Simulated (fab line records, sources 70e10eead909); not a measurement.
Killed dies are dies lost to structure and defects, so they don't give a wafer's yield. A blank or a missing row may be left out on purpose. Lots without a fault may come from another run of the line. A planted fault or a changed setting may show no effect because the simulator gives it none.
Chamber matching | flow nand_harc | NHARC_P_M1_STRIP_18 on rie_diel-12: 4 sister chambers
The step strips in N2/H2. 8 wafers are shown with their chamber, then 10 later ones without.

WAFERS WITH THEIR CHAMBER
wafer  | chamber | drypump_motor_current_A (A) | oes_product_au (a.u.)
L076.6 | 1       | 6.5                         | 0.998
L081.1 | 3       | 6.2                         | 0.975
L081.5 | 0       | 5.9                         | 1.000
L085.1 | 1       | 6.5                         | 1.002
L085.2 | 2       | 5.0                         | 1.009
L085.3 | 3       | 6.3                         | 0.980
L086.1 | 2       | 5.0                         | 1.018
L086.2 | 0       | 6.0                         | 1.003

WAFERS WITHOUT THEIR CHAMBER
wafer  | drypump_motor_current_A (A) | oes_product_au (a.u.)
L086.6 | 5.0                         | 1.013
L088.1 | 6.5                         | 0.995
L088.3 | 5.0                         | 1.000
L088.5 | 6.2                         | 0.974
L091.2 | 6.0                         | 1.012
L091.3 | 5.0                         | 0.997
L091.5 | 5.0                         | 0.997
L093.2 | 5.0                         | 1.006
L093.4 | 6.5                         | 1.003
L093.5 | 6.0                         | 1.016

WHICH CHAMBER EACH WENT THROUGH
wafer  | from the rows above | in truth
L086.6 | 2                   | 2
L088.1 | 1                   | 1
L088.3 | 2                   | 2
L088.5 | 3                   | 3
L091.2 | 0                   | 0
L091.3 | 2                   | 2
L091.5 | 2                   | 2
L093.2 | 2                   | 2
L093.4 | 1                   | 1
L093.5 | 0                   | 0
Placed correctly: 10 of 10. Can't be placed from these rows: 0. Placed wrongly: 0.
How it was worked out, from the rows above alone: a wafer's distance from a chamber is the root of the sum, over the readings, of the square of ((its reading less the chamber's mean) divided by the reading's scatter). The wafer belongs to the nearest chamber; if the next one is less than 2 further off, it can't be placed. A chamber's mean is the mean of its shown wafers. The scatter: the root of (the sum of the squares of (reading less its chamber's mean) over the shown wafers, divided by (wafers less chambers)).
